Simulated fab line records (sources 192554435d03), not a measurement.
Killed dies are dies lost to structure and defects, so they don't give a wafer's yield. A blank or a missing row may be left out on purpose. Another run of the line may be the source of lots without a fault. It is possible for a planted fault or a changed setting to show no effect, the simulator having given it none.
Which tool was responsible? | flow n5Finfet | 24 lots, 72 wafers sampled, at 6 steps of a route of 1938

WHAT THE GAUGES SHOWED, per wafer
N5_BEOL_M11_RS_MEAS_57: measurement is done with a four-point probe.
lot  | measured     | on           | M11_RS (ohm/sq)
L074 | day 10 11:20 | filmMetro-02 | 0.153 0.157 0.152
L075 | day 11 00:28 | filmMetro-02 | 0.154 0.157 0.152
L077 | day 11 09:28 | filmMetro-02 | 0.154 0.150 0.150
L076 | day 11 23:15 | filmMetro-02 | 0.153 0.157 0.156
L078 | day 12 06:25 | filmMetro-02 | 0.155 0.154 0.148
L079 | day 12 17:15 | filmMetro-01 | 0.155 0.159 0.150
L080 | day 13 07:55 | filmMetro-01 | 0.156 0.149 0.158
L081 | day 13 08:14 | filmMetro-02 | 0.152 0.147 0.152
L082 | day 13 09:11 | filmMetro-02 | 0.147 0.154 0.146
L084 | day 13 16:17 | filmMetro-01 | 0.157 0.146 0.155
L083 | day 13 22:16 | filmMetro-02 | 0.150 0.151 0.145
L085 | day 13 23:45 | filmMetro-01 | 0.150 0.157 0.153
L086 | day 14 00:01 | filmMetro-02 | 0.146 0.154 0.148
L088 | day 14 11:00 | filmMetro-01 | 0.146 0.149 0.147
L087 | day 14 11:56 | filmMetro-02 | 0.158 0.158 0.149
L090 | day 14 20:15 | filmMetro-02 | 0.155 0.155 0.146
L089 | day 15 05:02 | filmMetro-02 | 0.157 0.148 0.149
L091 | day 15 11:11 | filmMetro-01 | 0.155 0.152 0.155
L092 | day 15 15:10 | filmMetro-02 | 0.154 0.146 0.146
L093 | day 15 21:53 | filmMetro-01 | 0.152 0.150 0.152
L094 | day 16 03:36 | filmMetro-02 | 0.157 0.153 0.156
L095 | day 16 15:53 | filmMetro-01 | 0.155 0.158 0.153
L096 | day 16 18:28 | filmMetro-02 | 0.147 0.154 0.152
L097 | day 16 21:38 | filmMetro-02 | 0.146 0.155 0.152

N5_BEOL_M12_THK_MEAS_50: measures by xrf.
lot  | measured     | on           | M12_THK (nm)
L074 | day 10 17:02 | filmMetro-02 | 330 324 329
L075 | day 11 06:38 | filmMetro-01 | 324 314 314
L077 | day 11 15:47 | filmMetro-01 | 336 322 318
L076 | day 12 03:46 | filmMetro-01 | 320 312 338
L078 | day 12 12:00 | filmMetro-02 | 330 325 337
L079 | day 12 23:23 | filmMetro-01 | 328 332 328
L080 | day 13 12:19 | filmMetro-01 | 324 312 314
L081 | day 13 14:14 | filmMetro-02 | 323 332 310
L082 | day 13 15:34 | filmMetro-01 | 324 314 324
L084 | day 13 20:19 | filmMetro-02 | 322 319 331
L083 | day 14 03:40 | filmMetro-02 | 325 325 320
L085 | day 14 04:54 | filmMetro-01 | 325 321 319
L086 | day 14 05:02 | filmMetro-02 | 331 331 323
L088 | day 14 20:28 | filmMetro-02 | 334 334 322
L087 | day 14 22:46 | filmMetro-01 | 315 317 326
L090 | day 15 05:35 | filmMetro-02 | 323 322 326
L089 | day 15 11:16 | filmMetro-01 | 313 325 324
L091 | day 15 15:23 | filmMetro-01 | 317 324 344
L092 | day 15 18:45 | filmMetro-01 | 314 321 311
L093 | day 16 03:59 | filmMetro-01 | 329 332 326
L094 | day 16 10:37 | filmMetro-01 | 339 335 336
L095 | day 16 19:59 | filmMetro-02 | 324 334 323
L096 | day 16 23:01 | filmMetro-02 | 320 326 327
L097 | day 17 02:22 | filmMetro-01 | 323 331 334

N5_BEOL_M13_CD_MEAS_10: the cd target is 190 nm.
lot  | measured     | on       | cdNm (nm)
L074 | day 10 17:49 | cdSem-02 | 190.1 190.5 192.2
L075 | day 11 07:24 | cdSem-02 | 189.8 193.3 189.9
L077 | day 11 16:34 | cdSem-03 | 189.7 189.8 189.9
L076 | day 12 04:39 | cdSem-03 | 191.4 188.9 189.1
L078 | day 12 12:46 | cdSem-01 | 188.4 189.4 188.9
L079 | day 13 00:02 | cdSem-01 | 187.5 188.4 189.7
L080 | day 13 13:07 | cdSem-03 | 190.4 192.1 188.1
L081 | day 13 15:02 | cdSem-02 | 191.4 190.4 190.5
L082 | day 13 16:18 | cdSem-02 | 187.5 191.2 192.0
L084 | day 13 21:04 | cdSem-03 | 195.3 192.2 195.4
L083 | day 14 04:19 | cdSem-01 | 191.4 190.2 191.7
L085 | day 14 05:33 | cdSem-03 | 193.5 194.0 189.7
L086 | day 14 05:47 | cdSem-01 | 190.0 190.2 189.8
L088 | day 14 21:14 | cdSem-01 | 189.9 190.5 190.4
L087 | day 14 23:25 | cdSem-02 | 194.5 190.9 194.0
L090 | day 15 06:21 | cdSem-03 | 191.9 190.8 191.0
L089 | day 15 11:55 | cdSem-03 | 190.5 191.2 191.5
L091 | day 15 16:01 | cdSem-03 | 190.4 189.3 190.4
L092 | day 15 19:23 | cdSem-02 | 189.9 189.4 190.4
L093 | day 16 04:46 | cdSem-03 | 191.4 189.9 194.0
L094 | day 16 11:23 | cdSem-02 | 187.0 186.6 190.3
L095 | day 16 20:46 | cdSem-01 | 191.3 189.5 191.9
L096 | day 16 23:39 | cdSem-01 | 191.5 190.6 189.8
L097 | day 17 03:00 | cdSem-01 | 190.2 190.6 191.5

TOOL THAT RAN EACH LOT (tool first, then ch and the chambers of the sampled wafers, then the start)
lot  | N5_BEOL_M11_DEGAS_44        | N5_BEOL_M12_ETCH_68               | N5_BEOL_M12_SPUTTER_43
L074 | pvdSputter-02, day 10 08:24 | rieDiel-01 ch 0,2,3, day 10 13:08 | pvdSputter-02, day 10 15:54
L075 | pvdSputter-03, day 10 22:40 | rieDiel-04 ch 0,2, day 11 02:15   | pvdSputter-02, day 11 05:29
L077 | pvdSputter-01, day 11 05:59 | rieDiel-04 ch 0,1,3, day 11 11:08 | pvdSputter-02, day 11 14:24
L076 | pvdSputter-02, day 11 21:23 | rieDiel-04 ch 0,1,2, day 12 01:07 | pvdSputter-03, day 12 02:44
L078 | pvdSputter-03, day 12 04:05 | rieDiel-06 ch 0,2,3, day 12 08:13 | pvdSputter-02, day 12 10:59
L079 | pvdSputter-01, day 12 14:29 | rieDiel-01 ch 0,1, day 12 19:25   | pvdSputter-02, day 12 22:22
L080 | pvdSputter-01, day 13 06:16 | rieDiel-04 ch 2,3, day 13 09:55   | pvdSputter-02, day 13 10:39
L081 | pvdSputter-01, day 13 06:35 | rieDiel-04 ch 0,1,2, day 13 10:24 | pvdSputter-02, day 13 13:14
L082 | pvdSputter-01, day 13 06:43 | rieDiel-04 ch 0,2,3, day 13 11:03 | pvdSputter-01, day 13 14:33
L084 | pvdSputter-03, day 13 14:14 | rieDiel-06 ch 0,1,3, day 13 18:22 | pvdSputter-01, day 13 19:17
L083 | pvdSputter-01, day 13 19:05 | rieDiel-01 ch 0,3, day 14 00:02   | pvdSputter-01, day 14 01:14
L085 | pvdSputter-02, day 13 22:11 | rieDiel-01 ch 1,3, day 14 01:40   | pvdSputter-02, day 14 03:53
L086 | pvdSputter-02, day 13 22:16 | rieDiel-06 ch 1,2, day 14 01:55   | pvdSputter-01, day 14 03:54
L088 | pvdSputter-01, day 14 07:49 | rieDiel-06 ch 1,3, day 14 12:59   | pvdSputter-02, day 14 18:51
L087 | pvdSputter-02, day 14 08:40 | rieDiel-06 ch 1,3, day 14 13:37   | pvdSputter-03, day 14 20:53
L090 | pvdSputter-02, day 14 17:51 | rieDiel-01 ch 0,1,2, day 14 22:03 | pvdSputter-03, day 15 04:20
L089 | pvdSputter-03, day 15 02:49 | rieDiel-04 ch 2,3, day 15 07:05   | pvdSputter-02, day 15 10:07
L091 | pvdSputter-02, day 15 09:10 | rieDiel-04 ch 0,1,2, day 15 13:07 | pvdSputter-01, day 15 14:22
L092 | pvdSputter-03, day 15 13:34 | rieDiel-04 ch 2,3, day 15 16:50   | pvdSputter-03, day 15 17:44
L093 | pvdSputter-03, day 15 20:21 | rieDiel-01 ch 0,1,2, day 15 23:41 | pvdSputter-01, day 16 02:58
L094 | pvdSputter-03, day 16 00:19 | rieDiel-01 ch 0,3, day 16 07:42   | pvdSputter-03, day 16 09:36
L095 | pvdSputter-02, day 16 12:40 | rieDiel-04 ch 1,2,3, day 16 18:01 | pvdSputter-03, day 16 18:59
L096 | pvdSputter-02, day 16 16:16 | rieDiel-01 ch 1,2, day 16 20:18   | pvdSputter-01, day 16 22:00
L097 | pvdSputter-03, day 16 19:25 | rieDiel-06 ch 0,1,2, day 16 23:27 | pvdSputter-02, day 17 01:21
- N5_BEOL_M11_DEGAS_44: time 60 s.
- N5_BEOL_M12_ETCH_68: etches SOC in N2/H2, time 285 s.
- N5_BEOL_M12_SPUTTER_43: material TaN, target thk 15 nm, time 24.19 s.

AS READ BY THE TOOLS THEMSELVES (means over the sampled wafers that have a number; for cases with no such wafer, the mark the record gives instead)
N5_BEOL_M11_DEGAS_44.
lot  | tool          | heaterPowerW (W)
L074 | pvdSputter-02 | 325
L075 | pvdSputter-03 | 318
L077 | pvdSputter-01 | 339
L076 | pvdSputter-02 | 328
L078 | pvdSputter-03 | 333
L079 | pvdSputter-01 | 323
L080 | pvdSputter-01 | 313
L081 | pvdSputter-01 | 330
L082 | pvdSputter-01 | 335
L084 | pvdSputter-03 | 321
L083 | pvdSputter-01 | 336
L085 | pvdSputter-02 | 343
L086 | pvdSputter-02 | 334
L088 | pvdSputter-01 | 328
L087 | pvdSputter-02 | 342
L090 | pvdSputter-02 | 338
L089 | pvdSputter-03 | 359
L091 | pvdSputter-02 | 343
L092 | pvdSputter-03 | 329
L093 | pvdSputter-03 | 331
L094 | pvdSputter-03 | 330
L095 | pvdSputter-02 | 343
L096 | pvdSputter-02 | 319
L097 | pvdSputter-03 | 305

N5_BEOL_M12_ETCH_68.
lot  | tool       | chamberPressureMTorr (mTorr) | drypumpMotorCurrentA (A) | h2FlowSccm (sccm) | oesProductAu (a.u.) | rfVppV (V) | showerheadPlenumPTorr (Torr) | throttleValvePct (%)
L074 | rieDiel-01 | 30.00                        | 5.6                      | 200.5             | 0.88                | 523.7      | 2.55                         | 17.60
L075 | rieDiel-04 | 30.01                        | 6.0                      | 199.6             | 0.73                | 522.1      | 2.49                         | 17.58
L077 | rieDiel-04 | 30.04                        | 5.6                      | 199.8             | 0.83                | 521.9      | 2.50                         | 17.74
L076 | rieDiel-04 | 29.99                        | 5.9                      | 200.2             | 0.80                | 523.4      | 2.52                         | 17.67
L078 | rieDiel-06 | 30.02                        | 5.3                      | 199.7             | 0.79                | 524.1      | 2.55                         | 17.66
L079 | rieDiel-01 | 30.02                        | 5.3                      | 199.5             | 0.88                | 522.7      | 2.54                         | 17.73
L080 | rieDiel-04 | 29.97                        | 5.7                      | 199.9             | 0.71                | 522.3      | 2.49                         | 17.68
L081 | rieDiel-04 | 29.99                        | 5.9                      | 200.0             | 0.76                | 522.6      | 2.52                         | 17.68
L082 | rieDiel-04 | 30.03                        | 5.7                      | 199.5             | 0.74                | 521.5      | 2.47                         | 17.69
L084 | rieDiel-06 | 29.99                        | 5.6                      | 199.8             | 0.78                | 525.7      | 2.58                         | 17.70
L083 | rieDiel-01 | 30.02                        | 5.8                      | 199.7             | 0.86                | 524.1      | 2.55                         | 17.70
L085 | rieDiel-01 | 29.99                        | 5.6                      | 200.5             | 0.90                | 522.2      | 2.49                         | 17.69
L086 | rieDiel-06 | 29.99                        | 6.0                      | 199.7             | 0.81                | 524.2      | 2.60                         | 17.66
L088 | rieDiel-06 | 29.98                        | 5.5                      | 199.6             | 0.81                | 524.0      | 2.54                         | 17.80
L087 | rieDiel-06 | 29.99                        | 5.9                      | 199.6             | 0.81                | 524.5      | 2.61                         | 17.75
L090 | rieDiel-01 | 29.97                        | 5.4                      | 200.3             | 0.81                | 524.0      | 2.52                         | 17.69
L089 | rieDiel-04 | 30.03                        | 5.4                      | 201.0             | 0.74                | 520.8      | 2.46                         | 17.80
L091 | rieDiel-04 | 30.01                        | 5.9                      | 199.6             | 0.76                | 523.5      | 2.51                         | 17.71
L092 | rieDiel-04 | 30.01                        | 5.7                      | 198.9             | 0.70                | 523.1      | 2.48                         | 17.73
L093 | rieDiel-01 | 30.00                        | 5.4                      | 199.4             | 0.80                | 522.2      | 2.52                         | 17.72
L094 | rieDiel-01 | 29.99                        | 5.8                      | 199.5             | 0.85                | 523.6      | 2.54                         | 17.73
L095 | rieDiel-04 | 30.01                        | 5.7                      | 200.0             | 0.85                | 522.1      | 2.51                         | 17.70
L096 | rieDiel-01 | 29.98                        | 5.5                      | 200.3             | 0.81                | 521.1      | 2.45                         | 17.62
L097 | rieDiel-06 | 29.98                        | 5.8                      | 200.2             | 0.84                | 525.9      | 2.61                         | 17.57

N5_BEOL_M12_SPUTTER_43.
lot  | tool          | cathodeDcPowerW (W) | substrateTempC (C) | throttleValvePct (%)
L074 | pvdSputter-02 | 15001               | 49.94              | 30.4
L075 | pvdSputter-02 | 14999               | 50.00              | 29.9
L077 | pvdSputter-02 | 15002               | 50.01              | 29.6
L076 | pvdSputter-03 | 15000               | 50.01              | 30.9
L078 | pvdSputter-02 | 15001               | 49.95              | 29.7
L079 | pvdSputter-02 | 14999               | 50.02              | 30.0
L080 | pvdSputter-02 | 15000               | 50.12              | 30.4
L081 | pvdSputter-02 | 14998               | 50.11              | 29.4
L082 | pvdSputter-01 | 14999               | 50.02              | 29.9
L084 | pvdSputter-01 | 14997               | 50.04              | 29.8
L083 | pvdSputter-01 | 15004               | 49.88              | 29.9
L085 | pvdSputter-02 | 14997               | 49.94              | 30.4
L086 | pvdSputter-01 | 15000               | 50.03              | 29.8
L088 | pvdSputter-02 | 15000               | 50.03              | 30.3
L087 | pvdSputter-03 | 14999               | 50.09              | 30.3
L090 | pvdSputter-03 | 14998               | 50.10              | 30.0
L089 | pvdSputter-02 | 15003               | 50.03              | 30.6
L091 | pvdSputter-01 | 14998               | 50.17              | 29.7
L092 | pvdSputter-03 | 15000               | 49.98              | 29.0
L093 | pvdSputter-01 | 15000               | 50.00              | 30.3
L094 | pvdSputter-03 | 15002               | 49.98              | 29.5
L095 | pvdSputter-03 | 15003               | 49.97              | 30.4
L096 | pvdSputter-01 | 15001               | 50.01              | 29.8
L097 | pvdSputter-02 | 15002               | 49.89              | 29.7

THE ANSWER, worked out from the rows above alone
Rule: usual is defined by the lots themselves. Put in order of their means at a reading, lots are off if they are a third of the lots or fewer, leave a main group of 4 or more, and stand apart from it by a gap of 3 or more times the standard deviation of the main group's means; of several such gaps the widest counts. A main group is skipped when, at the precision printed for the reading in the tables above, its means are all equal. A lot without any number at a reading at which 4 lots or more have one is off too. All remaining lots with rows at the step are treated as sound. Order of review: gauges by route order, followed by the tools' own readings, for which a lot's mean as printed above is used. The first step at which some lot is off is used, and at that step the reading that is off furthest; a lot without a number counts as furthest.
Across all readings shown, no lot is off: no conclusion can be drawn from this.

WHAT WAS PUT IN BY THE SIMULATOR
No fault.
